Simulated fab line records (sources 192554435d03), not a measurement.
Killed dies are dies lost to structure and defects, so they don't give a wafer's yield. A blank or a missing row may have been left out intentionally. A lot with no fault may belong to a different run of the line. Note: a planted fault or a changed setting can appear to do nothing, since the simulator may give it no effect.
fab line records	flow n5Finfet
record: lots: 24	wafers: 72	lastDay: 17
route steps=1938 shown BEOL_M0@722 BEOL_M1@767
lots that met no fault: from a run of the same line without faults
startH: start of the lot's first displayed wafer, in hours after the record's first day	waitH: time in hours since the lot's previous step	" as in the row above	L1.1+2: one row covering several wafers at once	- either no value or no given start	* or withheld: withheld	< > ~ a bound
route shown NAME@n: a module of which the file shows steps, and the number in the route of the first	usual: the fault-free wafers' mean and standard deviation	same: alike in all rows	chamber/n: place in a boat	sites: readings site by site	_std_site: the values' standard deviation	_edge_site: outer sites' mean less inner sites'	radiusMm: for every site, how far away it sits from the centre of the wafer	mask NAME#n: copy n	behind: the tool/chamber that last shaped the wafer	hold: reason for holding the lot/hours on hold/outcome of the hold	device: the n, p or np transistor that did not switch	end of line: tests run on the same wafers once the route is complete	step lacking rows: just its recipe	killed: at the first sort, the dies lost to defects and structure; wafer yield is something else	map: per-die view of a wafer (x killed, . not killed, _ where there is no die)
set.NAME: setting as actually run; set.NAME@STEP: the setting as run at that earlier step	model.NAME: the simulator's own value behind a step, which no gauge read
one table for each step of the route and one row for each wafer, over a sample of lots
services: the hour from which a tool's chamber was out of use, counted from the record's first day as startH (under 0 if before that day), plus the number of hours and why
== steps ==
step: N5_BEOL_M0_STRIP_142
recipe: chemistry: N2/H2	timeS: 10	powerW: 450	tempC: 40	pressureMtorr: 20	rfFrequencyHz: 6e+07	biasPowerW: 7	n2FlowSccm: 200	h2FlowSccm: 200
usual: drypumpMotorCurrentA: 5.9/0.43	n2FlowSccm: 200.1/0.7	oesProductAu: 0.79/0.092	rfVppV: 59.1/0.87	showerheadPlenumPTorr: 2.55/0.061	throttleValvePct: 23.7/0.36
lot.wafer	tool	chamber	startH	waitH	drypumpMotorCurrentA	n2FlowSccm	oesProductAu	rfHoursCounterH	rfVppV	showerheadPlenumPTorr	throttleValvePct
L074.1	rieDiel-02	3	120.75	0.0	5.6	199.4	0.71	194	58.7	2.61	23.4
L074.2	"	1	"	"	6.2	201.4	0.93	14	60.1	2.59	23.6
L074.3	"	0	"	"	5.9	200.1	0.78	139	57.1	2.56	24.0
L075.2	rieDiel-02	2	124.82	0.0	6.0	200.3	0.83	78	59.4	2.57	23.3
L075.3	"	3	"	"	5.6	202.0	0.72	196	59.7	2.61	23.4
L075.6	"	2	"	"	6.0	200.1	0.82	-	59.2	2.57	23.3
L077.1	rieDiel-02	0	135.17	0.0	5.9	199.7	0.77	147	60.0	2.56	24.0
L077.2	"	1	"	"	6.3	199.9	0.92	21	58.4	2.59	23.6
L077.5	"	3	"	"	5.7	199.2	0.72	-	59.9	2.61	23.4
L076.2	rieDiel-01	3	135.25	0.0	5.6	201.5	0.81	108	58.4	2.57	24.2
L076.5	"	2	"	"	6.4	199.6	0.69	-	58.3	2.59	23.3
L076.6	"	0	"	"	5.9	200.5	0.73	-	58.6	2.41	23.9
L078.2	rieDiel-04	2	141.95	0.0	5.4	200.4	0.68	223	59.4	2.62	23.9
L078.4	"	1	"	"	6.6	199.0	0.85	50	61.1	2.47	23.6
L078.6	"	1	"	"	6.6	198.7	0.84	-	57.5	2.47	23.5
L079.1	rieDiel-04	3	145.22	0.0	5.2	200.6	0.71	220	59.9	2.52	24.2
L079.2	"	2	"	"	5.4	199.6	0.68	224	59.4	2.62	24.0
L079.4	"	0	"	"	5.9	200.8	0.97	6	57.2	2.60	23.2
L080.2	rieDiel-04	1	147.72	0.0	6.6	199.8	0.84	52	57.0	2.47	23.6
L080.3	"	0	"	"	5.9	199.4	0.95	7	58.4	2.60	23.1
L080.6	"	3	"	"	5.2	199.8	0.71	-	57.6	2.52	24.2
L081.1	rieDiel-04	3	157.34	0.0	5.2	199.2	0.71	225	58.4	2.51	24.2
L081.3	"	1	"	"	6.6	199.8	0.84	55	59.5	2.47	23.6
L081.6	"	2	"	"	5.4	199.6	0.68	-	58.3	2.62	24.0
L082.2	rieDiel-02	0	166.70	0.0	5.9	200.3	0.76	159	59.9	2.55	24.0
L082.3	"	1	"	"	6.3	200.3	0.89	32	60.8	2.58	23.6
L082.6	"	1	"	"	6.3	199.8	0.89	-	60.2	2.58	23.6
L083.3	rieDiel-04	2	174.21	0.0	5.4	200.3	0.67	233	59.3	2.62	24.0
L083.4	"	0	"	"	5.9	200.3	0.93	17	59.1	2.60	23.2
L083.5	"	2	"	"	5.4	200.5	0.67	-	58.9	2.62	24.0
L084.1	rieDiel-04	0	175.61	0.0	5.9	199.5	0.93	18	58.7	2.60	23.2
L084.2	"	1	"	"	6.6	201.2	0.83	61	59.8	2.47	23.6
L084.4	"	3	"	"	5.2	199.7	0.71	231	59.4	2.51	24.2
L086.2	rieDiel-04	2	183.86	0.0	5.4	199.8	0.67	236	59.4	2.61	24.0
L086.3	"	0	"	"	5.9	201.5	0.92	21	58.7	2.60	23.1
L086.4	"	3	"	"	5.2	199.6	0.70	235	58.9	2.51	24.2
L085.1	rieDiel-02	0	191.72	0.0	5.9	200.6	0.76	167	59.5	2.55	24.1
L085.4	"	3	"	"	5.6	199.1	0.71	221	59.0	2.60	23.4
L085.5	"	2	"	"	6.0	199.9	0.80	-	59.3	2.56	23.3
L087.4	rieDiel-02	1	198.05	0.0	6.3	200.9	0.86	-	59.7	2.58	23.6
L087.5	"	2	"	"	6.0	201.1	0.79	-	59.5	2.56	23.4
L087.6	"	3	"	"	5.6	199.7	0.70	-	60.1	2.60	23.4
L088.2	rieDiel-04	0	198.94	0.0	5.9	199.5	0.91	26	59.7	2.59	23.2
L088.4	"	2	"	"	5.4	200.2	0.67	242	61.6	2.61	24.0
L088.6	"	3	"	"	5.2	199.8	0.69	-	58.5	2.51	24.2
L089.2	rieDiel-02	1	207.53	0.0	6.3	199.8	0.86	45	60.3	2.58	23.6
L089.3	"	2	"	"	6.0	201.4	0.78	108	58.7	2.55	23.4
L089.6	"	0	"	"	5.9	200.9	0.75	-	58.3	2.55	24.1
L090.4	rieDiel-04	2	217.84	0.0	5.4	200.2	0.66	249	57.9	2.61	24.0
L090.5	"	2	"	"	5.4	200.6	0.67	-	58.9	2.61	24.0
L090.6	"	1	"	"	6.6	200.8	0.81	-	58.5	2.46	23.6
L092.1	rieDiel-04	3	223.05	0.0	5.2	200.2	0.69	249	58.5	2.50	24.2
L092.2	"	1	"	"	6.6	201.7	0.81	78	58.6	2.46	23.6
L092.4	"	0	"	"	5.9	199.8	0.90	-	59.7	2.59	23.2
L091.1	rieDiel-01	3	223.39	0.0	5.6	199.1	0.79	142	59.4	2.56	24.2
L091.4	"	1	"	"	5.8	199.0	0.92	30	59.4	2.60	23.8
L091.5	"	3	"	"	5.6	200.3	0.79	-	59.3	2.56	24.2
L093.1	rieDiel-01	3	233.01	0.0	5.6	200.0	0.79	145	58.6	2.56	24.3
L093.3	"	0	"	"	6.0	200.0	0.70	233	58.8	2.39	24.0
L093.4	"	1	"	"	5.8	200.9	0.91	33	57.3	2.60	23.8
L094.4	rieDiel-01	0	235.54	0.0	5.9	200.5	0.70	234	59.4	2.39	24.0
L094.5	"	1	"	"	5.8	200.8	0.92	-	58.9	2.60	23.8
L094.6	"	0	"	"	5.9	200.2	0.70	-	57.2	2.39	24.0
L095.2	rieDiel-01	0	241.86	0.0	6.0	200.3	0.70	236	58.8	2.39	24.0
L095.3	"	1	"	"	5.8	200.9	0.90	37	58.9	2.60	23.8
L095.5	"	0	"	"	6.0	200.5	0.69	-	57.3	2.39	24.0
L096.1	rieDiel-04	2	253.57	0.0	5.4	200.1	0.96	8	58.9	2.61	23.8
L096.2	"	0	"	"	5.9	199.2	0.88	48	59.6	2.59	23.2
L096.3	"	3	"	"	5.2	199.5	0.97	2	59.6	2.50	24.1
L097.3	rieDiel-02	3	259.23	0.0	5.6	200.4	0.68	248	60.2	2.59	23.4
L097.4	"	1	"	"	6.3	200.3	0.83	66	59.6	2.57	23.6
L097.6	"	2	"	"	6.0	199.5	0.78	-	58.8	2.55	23.4
step: N5_BEOL_M0_ALD_136
recipe: material: TaN	targetThkA: *	tempC: 275	aldPrecursorFamily: PDMAT	aldCoReactant: NH3	pressureTorr: 3	carrierFlowSccm: 1500	pulseTimeS: 2	purgeTimeS: 3	coReactantPurgeTimeS: 2	coReactantPulseTimeS: 3	aldCycles: 30	precursorVesselTempC: 75	precursorVesselPressureTorr: 26.25	precursorVesselCarrierSccm: 1000
usual: heaterPowerW: 413/37	precursorVesselCarrierSccm: 1000.5/2.8
lot.wafer	tool	chamber	startH	waitH	heaterPowerW	precursorVesselCarrierSccm
L074.1	aldMetal-04	2	122.99	0.0	465	999.3
L074.2	"	1	"	"	426	1004.3
L074.3	"	3	"	"	377	1001.3
L075.2	aldMetal-02	2	126.75	0.1	386	1000.3
L075.3	"	1	"	"	416	1000.2
L075.6	"	1	"	"	428	1005.4
L077.1	aldMetal-02	1	136.22	0.0	427	1000.0
L077.2	"	3	"	"	367	999.7
L077.5	"	3	"	"	375	997.5
L076.2	aldMetal-01	2	136.23	0.0	403	999.2
L076.5	"	0	"	"	409	1002.6
L076.6	"	1	"	"	494	999.3
L078.2	aldMetal-01	2	142.61	0.1	408	998.6
L078.4	"	3	"	"	371	996.5
L078.6	"	3	"	"	379	999.1
L079.1	aldMetal-02	1	145.73	0.1	418	996.9
L079.2	"	2	"	"	386	1000.9
L079.4	"	3	"	"	367	1000.1
L080.2	aldMetal-04	1	148.53	0.0	433	1000.0
L080.3	"	0	"	"	435	1000.6
L080.6	"	2	"	"	472	996.9
L081.1	aldMetal-02	0	157.81	0.0	386	996.5
L081.3	"	3	"	"	365	1001.9
L081.6	"	3	"	"	366	1003.0
L082.2	aldMetal-02	3	167.42	0.0	371	995.4
L082.3	"	1	"	"	424	1000.6
L082.6	"	0	"	"	399	999.9
L083.3	aldMetal-01	0	175.49	0.0	426	998.3
L083.4	"	1	"	"	500	1002.7
L083.5	"	0	"	"	428	1002.1
L084.1	aldMetal-04	1	176.60	0.0	427	1006.3
L084.2	"	2	"	"	473	999.1
L084.4	"	3	"	"	373	1002.9
L086.2	aldMetal-01	2	184.81	0.0	402	1003.1
L086.3	"	3	"	"	378	1002.2
L086.4	"	0	"	"	411	1002.9
L085.1	aldMetal-01	0	194.56	0.0	412	1000.7
L085.4	"	2	"	"	399	993.2
L085.5	"	1	"	"	501	997.3
L087.4	aldMetal-04	1	199.05	0.2	432	998.6
L087.5	"	3	"	"	369	1000.6
L087.6	"	0	"	"	433	1003.4
L088.2	aldMetal-02	3	199.87	0.1	374	1002.7
L088.4	"	0	"	"	387	1001.0
L088.6	"	1	"	"	433	1006.8
L089.2	aldMetal-01	2	208.55	0.0	416	1001.2
L089.3	"	0	"	"	428	999.5
L089.6	"	0	"	"	427	1000.0
L090.4	aldMetal-02	0	218.95	0.1	398	1002.4
L090.5	"	3	"	"	375	1005.5
L090.6	"	2	"	"	384	1003.9
L092.1	aldMetal-01	2	223.77	0.1	397	999.9
L092.2	"	1	"	"	483	1003.1
L092.4	"	0	"	"	421	999.1
L091.1	aldMetal-04	3	223.88	0.0	382	1001.6
L091.4	"	1	"	"	433	1000.1
L091.5	"	1	"	"	423	998.0
L093.1	aldMetal-04	0	234.10	0.0	434	996.3
L093.3	"	1	"	"	438	996.0
L093.4	"	3	"	"	371	1004.9
L094.4	aldMetal-02	0	236.28	0.2	393	1002.6
L094.5	"	0	"	"	390	1000.6
L094.6	"	1	"	"	426	999.2
L095.2	aldMetal-04	1	242.87	0.1	425	994.6
L095.3	"	3	"	"	383	1001.5
L095.5	"	3	"	"	370	999.2
L096.1	aldMetal-02	0	254.50	0.0	390	1000.6
L096.2	"	3	"	"	362	1000.3
L096.3	"	1	"	"	430	1001.3
L097.3	aldMetal-01	3	260.68	0.0	386	1001.9
L097.4	"	0	"	"	421	999.5
L097.6	"	2	"	"	400	996.3
step: N5_BEOL_M0_ANNEAL_119
recipe: tempC: 225	timeS: 90	ambient: N2
usual: annealTempCMax: 225.9/0.34	wafer_temp_C_max: 226.2/0.54
lot.wafer	tool	chamber	startH	waitH	annealTempCMax	wafer_temp_C_max
L074.1	rtpAnneal-01	0	124.14	0.1	225.9	226.8
L074.2	"	0	"	"	226.4	226.5
L074.3	"	0	"	"	226.0	226.6
L075.2	rtpAnneal-01	0	127.92	0.1	226.5	226.1
L075.3	"	0	"	"	226.3	226.6
L075.6	"	0	"	"	226.0	226.3
L077.1	rtpAnneal-01	0	137.61	0.5	225.6	226.7
L077.2	"	0	"	"	225.9	226.4
L077.5	"	0	"	"	225.8	226.6
L076.2	rtpAnneal-02	0	137.83	0.6	225.5	225.8
L076.5	"	0	"	"	225.2	225.5
L076.6	"	0	"	"	225.3	225.5
L078.2	rtpAnneal-01	0	145.38	0.1	226.1	226.6
L078.4	"	0	"	"	226.7	226.5
L078.6	"	0	"	"	226.3	226.7
L079.1	rtpAnneal-02	0	146.70	0.1	225.8	225.5
L079.2	"	0	"	"	225.9	225.7
L079.4	"	0	"	"	225.3	225.6
L080.2	rtpAnneal-02	0	151.42	0.1	226.0	225.5
L080.3	"	0	"	"	225.8	225.9
L080.6	"	0	"	"	225.7	225.7
L081.1	rtpAnneal-01	0	160.48	0.1	225.4	226.7
L081.3	"	0	"	"	226.1	227.1
L081.6	"	0	"	"	225.5	227.0
L082.2	rtpAnneal-01	0	168.76	0.1	226.0	226.3
L082.3	"	0	"	"	225.6	226.7
L082.6	"	0	"	"	226.0	227.6
L083.3	rtpAnneal-02	0	176.96	0.4	225.6	225.8
L083.4	"	0	"	"	225.9	226.0
L083.5	"	0	"	"	225.7	226.1
L084.1	rtpAnneal-01	0	179.22	0.3	226.3	226.4
L084.2	"	0	"	"	225.9	226.8
L084.4	"	0	"	"	225.6	226.7
L086.2	rtpAnneal-01	0	186.41	0.5	226.4	226.6
L086.3	"	0	"	"	226.4	226.9
L086.4	"	0	"	"	225.8	226.5
L085.1	rtpAnneal-02	0	196.25	0.2	225.6	226.0
L085.4	"	0	"	"	225.6	225.9
L085.5	"	0	"	"	225.6	225.8
L087.4	rtpAnneal-02	0	200.36	0.4	225.7	225.5
L087.5	"	0	"	"	225.6	225.8
L087.6	"	0	"	"	225.7	225.8
L088.2	rtpAnneal-01	0	201.32	0.2	226.1	227.6
L088.4	"	0	"	"	226.4	226.3
L088.6	"	0	"	"	226.3	226.8
L089.2	rtpAnneal-01	0	210.38	0.7	226.3	226.4
L089.3	"	0	"	"	226.4	226.1
L089.6	"	0	"	"	225.9	227.0
L090.4	rtpAnneal-02	0	220.89	0.5	225.8	225.7
L090.5	"	0	"	"	225.4	225.7
L090.6	"	0	"	"	225.4	225.9
L092.1	rtpAnneal-01	0	224.74	0.1	226.2	226.6
L092.2	"	0	"	"	225.9	226.8
L092.4	"	0	"	"	226.0	226.6
L091.1	rtpAnneal-02	0	225.22	0.1	225.4	225.5
L091.4	"	0	"	"	225.5	225.4
L091.5	"	0	"	"	225.6	225.8
L093.1	rtpAnneal-02	0	235.55	0.1	225.6	225.5
L093.3	"	0	"	"	225.3	225.6
L093.4	"	0	"	"	225.4	225.7
L094.4	rtpAnneal-02	0	237.40	0.2	225.5	225.8
L094.5	"	0	"	"	225.6	225.9
L094.6	"	0	"	"	225.6	225.7
L095.2	rtpAnneal-02	0	244.52	0.5	226.1	225.6
L095.3	"	0	"	"	225.9	225.4
L095.5	"	0	"	"	225.7	225.6
L096.1	rtpAnneal-01	0	256.74	0.1	226.2	226.6
L096.2	"	0	"	"	226.2	226.5
L096.3	"	0	"	"	226.3	226.4
L097.3	rtpAnneal-02	0	262.07	0.3	225.7	225.7
L097.4	"	0	"	"	225.6	226.0
L097.6	"	0	"	"	225.7	226.0
step: N5_BEOL_M1_DESCUM_16
recipe: chemistry: O2	timeS: 7	sourcePowerW: 50	biasPowerW: 20	pressureMtorr: 20	rfFrequencyHz: 2.712e+07	tempC: 40	resist: CAR-EUV	o2FlowSccm: 225
usual: drypumpMotorCurrentA: 5.7/0.3	oesProductAu: 0.77/0.078	rfFwdPowerW: 49.43/0.23	rfVppV: 243.2/1.4	showerheadPlenumPTorr: 2.09/0.072	throttleValvePct: 20.49/0.2
lot.wafer	tool	chamber	startH	waitH	drypumpMotorCurrentA	oesProductAu	rfFwdPowerW	rfHoursCounterH	rfVppV	showerheadPlenumPTorr	throttleValvePct
L074.1	rieDiel-03	3	126.90	0.3	5.3	0.76	49.07	159	243.0	2.08	20.41
L074.2	"	0	"	"	5.4	0.72	49.47	180	242.9	2.06	20.45
L074.3	"	1	"	"	6.2	0.72	49.40	171	242.3	2.01	20.62
L075.2	rieDiel-06	2	129.81	0.0	5.5	0.71	49.22	194	242.4	2.09	20.43
L075.3	"	3	"	"	5.8	0.94	49.54	23	244.3	2.14	20.65
L075.6	"	0	"	"	5.8	0.74	49.45	-	242.4	2.10	20.67
L077.1	rieDiel-05	1	139.80	0.0	5.7	0.74	49.12	148	242.9	2.08	19.98
L077.2	"	0	"	"	5.8	0.77	49.14	131	241.4	2.02	20.68
L077.5	"	1	"	"	5.7	0.74	48.85	-	243.3	2.08	19.97
L076.2	rieDiel-05	1	140.28	0.3	5.7	0.74	48.95	148	243.7	2.08	19.99
L076.5	"	1	"	"	5.7	0.74	49.36	-	242.6	2.08	19.97
L076.6	"	0	"	"	5.8	0.78	49.48	-	242.1	2.02	20.68
L078.2	rieDiel-03	3	148.62	0.0	5.2	0.74	49.64	167	244.1	2.08	20.43
L078.4	"	1	"	"	6.2	0.70	49.39	-	241.5	2.00	20.61
L078.6	"	3	"	"	5.2	0.75	49.53	-	243.9	2.08	20.42
L079.1	rieDiel-06	3	148.87	0.0	5.8	0.93	49.46	29	244.0	2.14	20.66
L079.2	"	0	"	"	5.8	0.73	49.45	143	243.9	2.09	20.67
L079.4	"	2	"	"	5.5	0.70	49.17	200	244.3	2.09	20.45
L080.2	rieDiel-03	0	153.68	0.0	5.4	0.71	49.81	190	242.6	2.06	20.47
L080.3	"	1	"	"	6.2	0.70	49.52	182	241.0	2.00	20.63
L080.6	"	3	"	"	5.2	0.75	49.48	-	242.9	2.08	20.44
L081.1	rieDiel-06	1	164.00	0.0	5.9	0.73	49.47	166	245.1	2.19	20.62
L081.3	"	0	"	"	5.8	0.73	48.89	147	243.3	2.09	20.70
L081.6	"	1	"	"	5.9	0.73	49.44	-	244.3	2.19	20.62
L082.2	rieDiel-03	3	171.62	0.2	5.3	0.74	49.31	177	243.2	2.07	20.44
L082.3	"	2	"	"	5.5	0.93	49.50	4	245.4	2.25	20.37
L082.6	"	1	"	"	6.2	0.70	49.44	-	241.0	2.00	20.63
L083.3	rieDiel-05	2	179.75	0.2	5.6	0.85	49.64	55	243.0	2.11	20.21
L083.4	"	3	"	"	6.1	0.92	49.59	13	245.4	2.22	20.49
L083.5	"	1	"	"	5.7	0.73	49.30	-	242.5	2.07	19.99
L084.1	rieDiel-03	0	184.26	0.0	5.4	0.71	49.77	200	241.8	2.06	20.48
L084.2	"	3	"	"	5.2	0.74	49.68	180	243.0	2.07	20.44
L084.4	"	1	"	"	6.2	0.70	49.55	192	241.5	2.00	20.65
L086.2	rieDiel-06	3	188.84	0.0	5.8	0.91	49.39	40	243.6	2.14	20.69
L086.3	"	0	"	"	5.8	0.73	48.95	154	241.0	2.09	20.71
L086.4	"	1	"	"	5.9	0.73	49.54	173	244.9	2.19	20.63
L085.1	rieDiel-03	1	199.21	0.0	6.3	0.69	49.33	197	240.7	2.00	20.66
L085.4	"	0	"	"	5.4	0.71	49.75	204	242.4	2.05	20.48
L085.5	"	3	"	"	5.2	0.75	49.16	-	242.4	2.07	20.42
L087.4	rieDiel-03	1	204.86	0.0	6.2	0.70	49.41	198	241.5	2.00	20.66
L087.5	"	3	"	"	5.2	0.74	49.44	-	243.8	2.07	20.45
L087.6	"	0	"	"	5.4	0.69	49.81	-	242.8	2.05	20.50
L088.2	rieDiel-05	0	204.94	0.1	5.8	0.75	49.31	153	241.4	2.01	20.69
L088.4	"	3	"	"	6.1	0.91	49.47	20	246.0	2.22	20.49
L088.6	"	3	"	"	6.2	0.90	49.48	-	245.5	2.22	20.50
L089.2	rieDiel-03	0	213.00	0.0	5.4	0.71	49.49	208	242.7	2.05	20.50
L089.3	"	3	"	"	5.2	0.74	49.44	188	245.1	2.07	20.47
L089.6	"	1	"	"	6.2	0.69	49.61	-	241.8	2.00	20.66
L090.4	rieDiel-05	1	224.17	0.6	5.7	0.72	49.17	-	242.8	2.07	20.01
L090.5	"	0	"	"	5.9	0.75	49.36	-	240.9	2.01	20.72
L090.6	"	3	"	"	6.1	0.89	49.52	-	244.1	2.22	20.53
L092.1	rieDiel-05	1	226.89	0.1	5.7	0.72	49.31	177	242.4	2.07	20.02
L092.2	"	3	"	"	6.1	0.88	49.75	29	246.5	2.22	20.51
L092.4	"	0	"	"	5.8	0.75	49.37	-	242.7	2.01	20.72
L091.1	rieDiel-06	3	227.15	0.0	5.8	0.89	49.53	52	245.2	2.13	20.72
L091.4	"	0	"	"	5.8	0.74	49.24	166	243.3	2.09	20.71
L091.5	"	2	"	"	5.5	0.70	49.08	-	244.1	2.08	20.48
L093.1	rieDiel-06	1	238.87	0.0	5.9	0.72	49.36	189	244.4	2.19	20.67
L093.3	"	3	"	"	5.8	0.86	49.07	55	243.9	2.13	20.71
L093.4	"	2	"	"	5.5	0.69	49.53	226	243.2	2.08	20.49
L094.4	rieDiel-03	0	239.31	0.1	5.4	0.69	49.56	-	242.8	2.05	20.48
L094.5	"	1	"	"	6.2	0.69	49.06	-	241.1	1.99	20.68
L094.6	"	3	"	"	5.2	0.72	49.41	-	243.1	2.07	20.47
L095.2	rieDiel-05	2	250.79	0.6	5.6	0.84	49.79	69	244.0	2.11	20.24
L095.3	"	1	"	"	5.7	0.71	49.18	186	243.7	2.06	20.04
L095.5	"	2	"	"	5.6	0.83	49.69	-	242.8	2.11	20.23
L096.1	rieDiel-06	2	259.09	0.0	5.5	0.69	49.19	231	242.1	2.07	20.51
L096.2	"	1	"	"	5.9	0.71	49.10	194	245.4	2.18	20.65
L096.3	"	3	"	"	5.8	0.87	49.50	60	243.1	2.13	20.70
L097.3	rieDiel-03	1	265.44	0.0	6.2	0.69	49.61	220	242.5	1.99	20.68
L097.4	"	0	"	"	5.4	0.68	49.63	227	242.0	2.05	20.51
L097.6	"	1	"	"	6.2	0.68	49.83	-	241.7	1.99	20.69
step: N5_BEOL_M1_SPUTTER_86
recipe: material: Cu	targetThkA: 45	tempC: -20	chamberPressurePa: 0.07	powerW: withheld	timeS: 8.29
usual: throttleValvePct: 29.8/1
lot.wafer	tool	chamber	startH	waitH	throttleValvePct
L074.1	pvdSputter-02	-	132.27	0.1	28.7
L074.2	"	-	"	"	31.3
L074.3	"	-	"	"	30.1
L075.2	pvdSputter-03	-	138.34	0.1	30.0
L075.3	"	-	"	"	30.6
L075.6	"	-	"	"	29.2
L077.1	pvdSputter-01	-	143.75	0.1	27.9
L077.2	"	-	"	"	30.1
L077.5	"	-	"	"	29.8
L076.2	pvdSputter-02	-	143.90	0.1	30.3
L076.5	"	-	"	"	28.9
L076.6	"	-	"	"	30.3
L078.2	pvdSputter-02	-	154.07	0.1	28.5
L078.4	"	-	"	"	31.1
L078.6	"	-	"	"	30.1
L079.1	pvdSputter-03	-	158.74	0.1	30.0
L079.2	"	-	"	"	28.8
L079.4	"	-	"	"	30.4
L080.2	pvdSputter-02	-	161.99	0.1	28.8
L080.3	"	-	"	"	28.6
L080.6	"	-	"	"	28.6
L081.1	pvdSputter-02	-	172.40	0.1	28.7
L081.3	"	-	"	"	31.2
L081.6	"	-	"	"	28.7
L082.2	pvdSputter-03	-	177.23	0.1	29.1
L082.3	"	-	"	"	30.0
L082.6	"	-	"	"	30.2
L083.3	pvdSputter-01	-	186.46	0.1	29.9
L083.4	"	-	"	"	30.5
L083.5	"	-	"	"	30.8
L084.1	pvdSputter-01	-	191.80	0.1	29.6
L084.2	"	-	"	"	30.7
L084.4	"	-	"	"	30.6
L086.2	pvdSputter-02	-	193.37	0.1	30.2
L086.3	"	-	"	"	28.6
L086.4	"	-	"	"	28.8
L085.1	pvdSputter-01	-	205.41	0.1	30.8
L085.4	"	-	"	"	29.9
L085.5	"	-	"	"	27.9
L087.4	pvdSputter-03	-	209.27	0.1	30.5
L087.5	"	-	"	"	29.1
L087.6	"	-	"	"	30.9
L088.2	pvdSputter-03	-	211.11	0.1	30.0
L088.4	"	-	"	"	30.4
L088.6	"	-	"	"	30.0
L089.2	pvdSputter-02	-	216.49	0.1	30.0
L089.3	"	-	"	"	29.0
L089.6	"	-	"	"	28.8
L090.4	pvdSputter-01	-	230.84	0.1	31.0
L090.5	"	-	"	"	28.0
L090.6	"	-	"	"	29.7
L092.1	pvdSputter-03	-	236.87	0.1	29.2
L092.2	"	-	"	"	30.2
L092.4	"	-	"	"	30.2
L091.1	pvdSputter-02	-	237.81	0.1	28.4
L091.4	"	-	"	"	28.9
L091.5	"	-	"	"	28.9
L093.1	pvdSputter-03	-	243.53	0.1	30.6
L093.3	"	-	"	"	29.0
L093.4	"	-	"	"	30.3
L094.4	pvdSputter-01	-	243.82	0.1	30.4
L094.5	"	-	"	"	29.8
L094.6	"	-	"	"	30.5
L095.2	pvdSputter-03	-	263.52	0.1	30.1
L095.3	"	-	"	"	29.1
L095.5	"	-	"	"	29.9
L096.1	pvdSputter-01	-	266.37	0.1	29.7
L096.2	"	-	"	"	30.5
L096.3	"	-	"	"	30.8
L097.3	pvdSputter-01	-	269.65	0.1	30.9
L097.4	"	-	"	"	29.9
L097.6	"	-	"	"	27.8
step: N5_BEOL_M1_ANNEAL_95
recipe: tempC: 400	timeS: 240	ambient: vacuum
usual: heaterPowerW: 813/76	susceptor_temp_C_max: 401.0/0.39
lot.wafer	tool	chamber	startH	waitH	heaterPowerW	susceptor_temp_C_max
L074.1	pvdSputter-02	-	133.23	0.0	741	401.0
L074.2	"	-	"	"	836	401.4
L074.3	"	-	"	"	886	401.4
L075.2	pvdSputter-03	-	139.30	0.0	820	401.5
L075.3	"	-	"	"	728	400.7
L075.6	"	-	"	"	872	400.9
L077.1	pvdSputter-01	-	144.71	0.0	776	401.1
L077.2	"	-	"	"	917	401.3
L077.5	"	-	"	"	935	401.2
L076.2	pvdSputter-02	-	144.86	0.0	883	401.0
L076.5	"	-	"	"	806	400.6
L076.6	"	-	"	"	886	400.4
L078.2	pvdSputter-02	-	155.03	0.0	735	402.0
L078.4	"	-	"	"	855	401.6
L078.6	"	-	"	"	869	401.5
L079.1	pvdSputter-03	-	159.70	0.0	799	400.9
L079.2	"	-	"	"	870	400.4
L079.4	"	-	"	"	767	400.4
L080.2	pvdSputter-02	-	162.95	0.0	800	400.8
L080.3	"	-	"	"	762	401.5
L080.6	"	-	"	"	760	401.3
L081.1	pvdSputter-02	-	173.36	0.0	795	400.4
L081.3	"	-	"	"	840	401.5
L081.6	"	-	"	"	809	400.6
L082.2	pvdSputter-03	-	178.19	0.0	889	401.2
L082.3	"	-	"	"	805	401.3
L082.6	"	-	"	"	817	401.0
L083.3	pvdSputter-01	-	187.42	0.0	918	400.7
L083.4	"	-	"	"	743	401.5
L083.5	"	-	"	"	905	401.0
L084.1	pvdSputter-01	-	192.76	0.0	948	401.5
L084.2	"	-	"	"	899	400.9
L084.4	"	-	"	"	753	400.8
L086.2	pvdSputter-02	-	194.33	0.0	855	401.3
L086.3	"	-	"	"	738	401.5
L086.4	"	-	"	"	805	400.8
L085.1	pvdSputter-01	-	206.37	0.0	921	400.6
L085.4	"	-	"	"	946	400.7
L085.5	"	-	"	"	772	400.9
L087.4	pvdSputter-03	-	210.23	0.0	737	400.3
L087.5	"	-	"	"	875	400.9
L087.6	"	-	"	"	747	400.3
L088.2	pvdSputter-03	-	212.07	0.0	837	400.7
L088.4	"	-	"	"	642	401.0
L088.6	"	-	"	"	798	400.9
L089.2	pvdSputter-02	-	217.45	0.0	873	401.2
L089.3	"	-	"	"	826	400.6
L089.6	"	-	"	"	825	400.9
L090.4	pvdSputter-01	-	231.80	0.0	887	400.8
L090.5	"	-	"	"	773	400.8
L090.6	"	-	"	"	966	401.0
L092.1	pvdSputter-03	-	237.83	0.0	885	401.2
L092.2	"	-	"	"	630	400.9
L092.4	"	-	"	"	798	401.3
L091.1	pvdSputter-02	-	238.77	0.0	761	401.9
L091.4	"	-	"	"	802	401.1
L091.5	"	-	"	"	837	400.7
L093.1	pvdSputter-03	-	244.49	0.0	751	401.0
L093.3	"	-	"	"	865	400.6
L093.4	"	-	"	"	809	401.3
L094.4	pvdSputter-01	-	244.78	0.0	765	400.9
L094.5	"	-	"	"	924	401.2
L094.6	"	-	"	"	763	401.7
L095.2	pvdSputter-03	-	264.48	0.0	647	401.0
L095.3	"	-	"	"	875	400.9
L095.5	"	-	"	"	803	400.7
L096.1	pvdSputter-01	-	267.33	0.0	920	401.1
L096.2	"	-	"	"	753	401.2
L096.3	"	-	"	"	920	400.6
L097.3	pvdSputter-01	-	270.61	0.0	881	401.3
L097.4	"	-	"	"	941	400.8
L097.6	"	-	"	"	753	401.0
== services ==
tool	chamber	startH	hours	kind
rieDiel-03	2	100.80	22.0	repair
rieDiel-06	1	113.13	2.7	repair
pvdSputter-01	-	129.27	6.9	repair
rieDiel-04	3	133.21	1.2	repair
aldMetal-02	-	142.73	2.8	pm
rieDiel-05	2	147.57	7.4	repair
pvdSputter-01	-	161.78	0.8	repair
aldMetal-04	-	181.93	6.0	pm
rieDiel-03	2	214.25	38.8	repair
rieDiel-04	2	220.67	-	clean
rieDiel-04	2	220.67	-	consumableReplace:focusRing
rieDiel-04	2	220.67	14.0	scheduledDown
rieDiel-04	2	220.67	14.0	ventCycle
aldMetal-04	-	225.09	1.3	repair
rieDiel-02	2	231.84	21.6	repair
rieDiel-04	3	234.81	-	clean
rieDiel-04	3	234.81	-	consumableReplace:focusRing
rieDiel-04	3	234.81	14.7	scheduledDown
aldMetal-01	0	234.92	2.9	repair
aldMetal-04	1	236.48	6.2	repair
aldMetal-02	2	254.25	10.7	repair
rieDiel-04	2	265.77	9.3	repair
rieDiel-06	0	270.40	9.1	repair
rieDiel-05	2	270.47	12.0	repair
== key ==
fault none
